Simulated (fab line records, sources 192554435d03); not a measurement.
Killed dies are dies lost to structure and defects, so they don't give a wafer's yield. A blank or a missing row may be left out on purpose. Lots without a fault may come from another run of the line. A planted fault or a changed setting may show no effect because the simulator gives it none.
Which tool did it? | flow n5_finfet | 24 lots, 72 wafers sampled, at 5 steps of a route of 1938

WHAT THE GAUGES READ, wafer by wafer
N5_BEOL_M5_CD_MEAS_11: target cd 27.74 nm. Usual: cd_nm 27.99 nm, standard deviation 0.25.
lot  | measured     | on        | cd_nm (nm)        | flag
L074 | day 9 02:50  | cd_sem-02 | 28.37 28.30 28.28 |
L075 | day 9 09:10  | cd_sem-03 | 28.03 28.33 27.97 |
L078 | day 11 03:52 | cd_sem-03 | 28.11 28.28 28.10 |
L077 | day 11 06:46 | cd_sem-02 | 28.20 28.40 27.92 |
L079 | day 12 02:04 | cd_sem-02 | 27.74 27.55 28.13 |
L080 | day 12 02:43 | cd_sem-01 | 27.79 27.98 27.74 |
L081 | day 12 08:47 | cd_sem-01 | 28.15 27.52 28.20 |
L082 | day 12 15:28 | cd_sem-02 | 28.37 27.86 28.43 |
L083 | day 12 20:49 | cd_sem-02 | 27.68 27.97 27.79 |
L084 | day 13 08:22 | cd_sem-03 | 28.12 27.95 27.68 |
L087 | day 13 11:46 | cd_sem-01 | 28.33 27.85 28.04 |
L085 | day 13 11:55 | cd_sem-03 | 27.69 27.82 28.32 |
L086 | day 13 14:55 | cd_sem-03 | 28.14 28.22 28.67 |
L076 | day 13 22:37 | cd_sem-03 | 28.18 28.13 28.02 |
L089 | day 14 03:22 | cd_sem-01 | 27.80 28.13 28.33 |
L090 | day 14 05:52 | cd_sem-03 | 28.11 28.01 28.22 |
L091 | day 14 21:22 | cd_sem-02 | 27.52 27.93 27.81 |
L088 | day 15 00:24 | cd_sem-03 | 27.97 27.55 28.24 |
L092 | day 15 07:51 | cd_sem-02 | 28.12 28.48 27.71 |
L093 | day 15 08:01 | cd_sem-03 | 28.29 28.52 28.20 |
L094 | day 15 08:31 | cd_sem-03 | 27.81 28.01 28.24 |
L095 | day 15 08:44 | cd_sem-01 | 28.04 27.83 27.71 |
L096 | day 15 11:10 | cd_sem-02 | 27.56 27.89 27.72 |
L097 | day 15 17:32 | cd_sem-02 | 27.87 28.10 27.92 |

N5_BEOL_M5_CD_MEAS_28: target cd 30.6 nm, target cd y 20 nm. Usual: cd_nm 30.62 nm, standard deviation 0.24.
lot  | measured     | on        | cd_nm (nm)        | flag
L074 | day 9 03:57  | cd_sem-02 | 31.01 30.54 30.50 |
L075 | day 9 10:10  | cd_sem-01 | 30.61 30.62 30.84 |
L078 | day 11 05:55 | cd_sem-02 | 30.65 30.94 30.91 |
L077 | day 11 09:20 | cd_sem-02 | 30.64 30.67 30.80 |
L079 | day 12 04:25 | cd_sem-02 | 30.34 30.52 30.35 |
L080 | day 12 04:35 | cd_sem-01 | 30.21 30.62 30.55 |
L081 | day 12 11:05 | cd_sem-01 | 30.50 30.71 30.71 |
L082 | day 12 16:28 | cd_sem-02 | 30.43 31.12 30.75 |
L083 | day 12 23:07 | cd_sem-02 | 30.82 30.59 30.54 |
L084 | day 13 10:40 | cd_sem-01 | 30.90 30.13 30.12 |
L087 | day 13 14:07 | cd_sem-03 | 30.01 30.44 30.70 |
L085 | day 13 13:56 | cd_sem-02 | 30.74 30.47 30.61 |
L086 | day 13 21:10 | cd_sem-01 | 30.53 30.54 30.62 |
L076 | day 14 02:28 | cd_sem-03 | 30.76 30.71 30.81 |
L089 | day 14 04:16 | cd_sem-01 | 30.31 30.94 30.67 |
L090 | day 14 07:17 | cd_sem-02 | 30.91 30.62 30.71 |
L091 | day 14 22:56 | cd_sem-01 | 30.52 30.47 30.53 |
L088 | day 15 06:37 | cd_sem-01 | 30.48 30.39 30.69 |
L092 | day 15 09:56 | cd_sem-02 | 30.72 30.32 30.39 |
L093 | day 15 10:19 | cd_sem-02 | 30.84 30.58 30.70 |
L094 | day 15 10:09 | cd_sem-03 | 30.46 31.33 30.65 |
L095 | day 15 10:22 | cd_sem-01 | 30.99 30.53 30.84 |
L096 | day 15 17:19 | cd_sem-01 | 30.78 30.78 30.36 |
L097 | day 15 19:22 | cd_sem-03 | 30.43 30.17 30.69 |

N5_BEOL_M5_CD_MEAS_35: target cd 28 nm, target cd y 24 nm. Usual: cd_nm 28.0 nm, standard deviation 0.36.
lot  | measured     | on        | cd_nm (nm)     | flag
L074 | day 9 04:53  | cd_sem-01 | 28.2 28.3 28.4 |
L075 | day 9 10:53  | cd_sem-01 | 28.0 28.3 28.7 |
L078 | day 11 06:37 | cd_sem-02 | 27.8 27.8 28.0 |
L077 | day 11 10:02 | cd_sem-02 | 27.8 28.0 27.8 |
L079 | day 12 05:07 | cd_sem-01 | 27.6 28.1 28.1 |
L080 | day 12 05:30 | cd_sem-03 | 27.7 27.2 27.6 |
L081 | day 12 11:55 | cd_sem-01 | 27.7 27.8 28.2 |
L082 | day 12 17:29 | cd_sem-01 | 29.0 28.1 28.2 |
L083 | day 13 00:11 | cd_sem-02 | 27.5 28.1 27.3 |
L084 | day 13 11:22 | cd_sem-01 | 27.6 27.9 28.0 |
L087 | day 13 15:14 | cd_sem-02 | 28.0 27.7 28.4 |
L085 | day 13 14:46 | cd_sem-03 | 27.8 27.1 28.1 |
L086 | day 13 21:56 | cd_sem-01 | 28.4 28.4 28.5 |
L076 | day 14 03:14 | cd_sem-01 | 28.3 27.9 28.0 |
L089 | day 14 05:31 | cd_sem-02 | 27.9 28.2 27.7 |
L090 | day 14 08:05 | cd_sem-01 | 27.7 28.3 27.9 |
L091 | day 15 00:16 | cd_sem-01 | 27.2 27.7 27.6 |
L088 | day 15 08:16 | cd_sem-02 | 28.0 28.0 27.9 |
L092 | day 15 10:51 | cd_sem-02 | 28.3 27.5 27.3 |
L093 | day 15 11:14 | cd_sem-03 | 28.4 27.6 28.3 |
L094 | day 15 11:02 | cd_sem-03 | 28.1 28.0 28.0 |
L095 | day 15 11:19 | cd_sem-02 | 28.3 28.0 28.3 |
L096 | day 15 18:24 | cd_sem-03 | 28.0 28.0 28.0 |
L097 | day 15 20:03 | cd_sem-02 | 27.9 28.5 27.8 |

WHICH TOOL RAN EACH LOT (tool, then ch and the chambers of the sampled wafers, then the start)
lot  | N5_BEOL_M5_ETCH_72                 | N5_BEOL_M5_STRIP_19
L074 | rie_diel-06 ch 0,1, day 9 02:59    | rie_diel-06 ch 0,1,3, day 9 03:19
L075 | rie_diel-02 ch 0,2, day 9 09:19    | rie_diel-04 ch 2,3, day 9 09:38
L078 | rie_diel-06 ch 2,3, day 11 04:01   | rie_diel-06 ch 1,2,3, day 11 04:20
L077 | rie_diel-04 ch 1,2, day 11 06:56   | rie_diel-04 ch 0,2,3, day 11 07:16
L079 | rie_diel-04 ch 2,3, day 12 02:20   | rie_diel-06 ch 0,1,2, day 12 02:39
L080 | rie_diel-06 ch 1,2,3, day 12 02:52 | rie_diel-06 ch 0,1,2, day 12 03:11
L081 | rie_diel-06 ch 0,1,3, day 12 08:56 | rie_diel-04 ch 0,2,3, day 12 09:19
L082 | rie_diel-04 ch 0,2,3, day 12 15:37 | rie_diel-06 ch 0,2,3, day 12 16:05
L083 | rie_diel-06 ch 0,2,3, day 12 21:06 | rie_diel-06 ch 2,3, day 12 21:25
L084 | rie_diel-06 ch 1,2,3, day 13 08:32 | rie_diel-06 ch 0,2,3, day 13 08:59
L087 | rie_diel-04 ch 0,1, day 13 11:55   | rie_diel-06 ch 1,2,3, day 13 12:25
L085 | rie_diel-04 ch 0,1,2, day 13 12:14 | rie_diel-04 ch 0,1, day 13 12:42
L086 | rie_diel-04 ch 1,2, day 13 15:05   | rie_diel-04 ch 0,1,2, day 13 15:28
L076 | rie_diel-04 ch 1,2, day 13 22:47   | rie_diel-04 ch 0,2, day 13 23:07
L089 | rie_diel-04 ch 0,1,2, day 14 03:32 | rie_diel-06 ch 0,2,3, day 14 03:51
L090 | rie_diel-06 ch 1,3, day 14 06:02   | rie_diel-06 ch 0,1,3, day 14 06:21
L091 | rie_diel-04 ch 1,2,3, day 14 21:56 | rie_diel-04 ch 0,1,3, day 14 22:26
L088 | rie_diel-06 ch 0,3, day 15 01:41   | rie_diel-06 ch 0,3, day 15 05:36
L092 | rie_diel-06 ch 1,3, day 15 08:22   | rie_diel-06 ch 0,1,3, day 15 08:48
L093 | rie_diel-02 ch 0,1,3, day 15 08:32 | rie_diel-06 ch 0,1, day 15 08:52
L094 | rie_diel-04 ch 0,1,2, day 15 08:41 | rie_diel-04 ch 0,1,3, day 15 09:05
L095 | rie_diel-02 ch 0,1, day 15 08:53   | rie_diel-02 ch 0,3, day 15 09:13
L096 | rie_diel-04 ch 0,1,2, day 15 11:20 | rie_diel-02 ch 0,3, day 15 11:40
L097 | rie_diel-06 ch 0,2, day 15 17:52   | rie_diel-02 ch 0,2,3, day 15 18:11
- N5_BEOL_M5_ETCH_72: etches underlayer in N2/H2, target depth 6.5 nm, time 5.2 s.
- N5_BEOL_M5_STRIP_19: strips in O2.

WHAT THE TOOLS THEMSELVES READ (means of the sampled wafers that have a number; where no wafer has one, the mark that the record gives instead)
N5_BEOL_M5_ETCH_72. Usual: drypump_motor_current_A 5.5 A, standard deviation 0.38; etch_rf_on_time_s 5.18 s, standard deviation 0.15; oes_product_au 0.68 a.u., standard deviation 0.089; rf_vpp_V 523 V, standard deviation 3.1; showerhead_plenum_p_Torr 2.53 Torr, standard deviation 0.1; throttle_valve_pct 17.87 %, standard deviation 0.24.
lot  | tool        | drypump_motor_current_A (A) | etch_rf_on_time_s (s) | oes_product_au (a.u.) | rf_vpp_V (V) | showerhead_plenum_p_Torr (Torr) | throttle_valve_pct (%) | flag
L074 | rie_diel-06 | 5.2                         | 5.13                  | 0.70                  | 521          | 2.46                            | 17.61                  |
L075 | rie_diel-02 | 5.4                         | 5.24                  | 0.74                  | 525          | 2.56                            | 17.71                  |
L078 | rie_diel-06 | 5.3                         | 5.15                  | 0.61                  | 525          | 2.56                            | 18.08                  |
L077 | rie_diel-04 | 5.9                         | 5.22                  | 0.60                  | 522          | 2.49                            | 18.17                  |
L079 | rie_diel-04 | 5.4                         | 5.26                  | 0.60                  | 524          | 2.60                            | 18.12                  |
L080 | rie_diel-06 | 5.4                         | 5.12                  | 0.61                  | 522          | 2.48                            | 17.97                  |
L081 | rie_diel-06 | 5.3                         | 5.20                  | 0.65                  | 520          | 2.43                            | 17.84                  |
L082 | rie_diel-04 | 5.6                         | 5.17                  | 0.65                  | 524          | 2.55                            | 17.97                  |
L083 | rie_diel-06 | 5.2                         | 5.23                  | 0.64                  | 522          | 2.51                            | 17.95                  |
L084 | rie_diel-06 | 5.4                         | 5.05                  | 0.61                  | 521          | 2.48                            | 17.99                  |
L087 | rie_diel-04 | 6.1                         | 5.10                  | 0.80                  | 527          | 2.64                            | 17.72                  |
L085 | rie_diel-04 | 5.8                         | 5.19                  | 0.73                  | 527          | 2.62                            | 17.84                  |
L086 | rie_diel-04 | 5.6                         | 5.24                  | 0.68                  | 528          | 2.67                            | 18.03                  |
L076 | rie_diel-04 | 5.9                         | 5.12                  | 0.74                  | 527          | 2.70                            | 17.91                  |
L089 | rie_diel-04 | 5.8                         | 5.24                  | 0.71                  | 525          | 2.62                            | 17.87                  |
L090 | rie_diel-06 | 5.5                         | 5.16                  | 0.60                  | 521          | 2.41                            | 18.03                  |
L091 | rie_diel-04 | 5.7                         | 5.12                  | 0.74                  | 525          | 2.62                            | 17.88                  |
L088 | rie_diel-06 | 5.1                         | 5.31                  | 0.66                  | 520          | 2.45                            | 17.84                  |
L092 | rie_diel-06 | 5.6                         | 5.08                  | 0.61                  | 520          | 2.40                            | 17.91                  |
L093 | rie_diel-02 | 5.7                         | 5.29                  | 0.65                  | 523          | 2.50                            | 17.85                  |
L094 | rie_diel-04 | 5.8                         | 5.13                  | 0.71                  | 526          | 2.61                            | 17.89                  |
L095 | rie_diel-02 | 5.6                         | 5.28                  | 0.71                  | 524          | 2.53                            | 17.68                  |
L096 | rie_diel-04 | 5.8                         | 5.14                  | 0.70                  | 526          | 2.61                            | 17.89                  |
L097 | rie_diel-06 | 5.1                         | 5.09                  | 0.80                  | 524          | 2.57                            | 17.66                  |

N5_BEOL_M5_STRIP_19. Usual: drypump_motor_current_A 5.5 A, standard deviation 0.37; oes_product_au 0.77 a.u., standard deviation 0.096; rf_vpp_V 3.7 V, standard deviation 0.5; showerhead_plenum_p_Torr 2.07 Torr, standard deviation 0.077; throttle_valve_pct 16.73 %, standard deviation 0.26.
lot  | tool        | drypump_motor_current_A (A) | oes_product_au (a.u.) | rf_vpp_V (V) | showerhead_plenum_p_Torr (Torr) | throttle_valve_pct (%) | flag
L074 | rie_diel-06 | 5.3                         | 0.78                  | 3.6          | 2.02                            | 16.75                  |
L075 | rie_diel-04 | 5.4                         | 0.71                  | 3.9          | 2.15                            | 16.83                  |
L078 | rie_diel-06 | 5.4                         | 0.71                  | 3.6          | 2.06                            | 16.86                  |
L077 | rie_diel-04 | 5.6                         | 0.76                  | 3.4          | 2.11                            | 16.74                  |
L079 | rie_diel-06 | 5.3                         | 0.76                  | 3.9          | 2.07                            | 16.64                  |
L080 | rie_diel-06 | 5.3                         | 0.76                  | 3.3          | 2.07                            | 16.65                  |
L081 | rie_diel-04 | 5.6                         | 0.75                  | 3.2          | 2.11                            | 16.75                  |
L082 | rie_diel-06 | 5.2                         | 0.75                  | 3.7          | 2.08                            | 16.83                  |
L083 | rie_diel-06 | 5.3                         | 0.71                  | 3.6          | 2.07                            | 17.05                  |
L084 | rie_diel-06 | 5.1                         | 0.74                  | 3.6          | 2.08                            | 16.84                  |
L087 | rie_diel-06 | 5.4                         | 0.71                  | 4.0          | 2.05                            | 16.89                  |
L085 | rie_diel-04 | 5.9                         | 0.90                  | 3.9          | 2.12                            | 16.47                  |
L086 | rie_diel-04 | 5.8                         | 0.84                  | 3.6          | 2.16                            | 16.61                  |
L076 | rie_diel-04 | 5.6                         | 0.81                  | 4.0          | 2.10                            | 16.63                  |
L089 | rie_diel-06 | 5.1                         | 0.74                  | 3.4          | 2.07                            | 16.86                  |
L090 | rie_diel-06 | 5.3                         | 0.75                  | 3.4          | 2.01                            | 16.79                  |
L091 | rie_diel-04 | 5.9                         | 0.92                  | 3.5          | 2.11                            | 16.47                  |
L088 | rie_diel-06 | 5.2                         | 0.73                  | 3.8          | 2.02                            | 16.99                  |
L092 | rie_diel-06 | 5.3                         | 0.73                  | 3.6          | 2.01                            | 16.82                  |
L093 | rie_diel-06 | 5.1                         | 0.77                  | 3.9          | 2.03                            | 16.61                  |
L094 | rie_diel-04 | 5.9                         | 0.90                  | 3.8          | 2.11                            | 16.47                  |
L095 | rie_diel-02 | 5.6                         | 0.78                  | 3.5          | 2.08                            | 16.82                  |
L096 | rie_diel-02 | 5.5                         | 0.85                  | 3.5          | 2.11                            | 16.64                  |
L097 | rie_diel-02 | 5.5                         | 0.87                  | 3.8          | 2.08                            | 16.57                  |

THE ANSWER, worked out from the rows above alone
Rule: a lot is off if the mean of its wafers that have a number lies more than 3 standard deviations from the usual mean. A lot without any number at a reading at which 4 lots or more have one is off too. The other lots that the step has rows for count as sound. The gauges are gone through in route order, then the tools' own readings, and for those a lot's mean is taken as printed above. The first step at which some lot is off is used, and at that step the reading that is off furthest; a lot without a number counts as furthest.
No lot is off at any reading shown: from this, nothing can be told.

WHAT THE SIMULATOR HAD PUT IN
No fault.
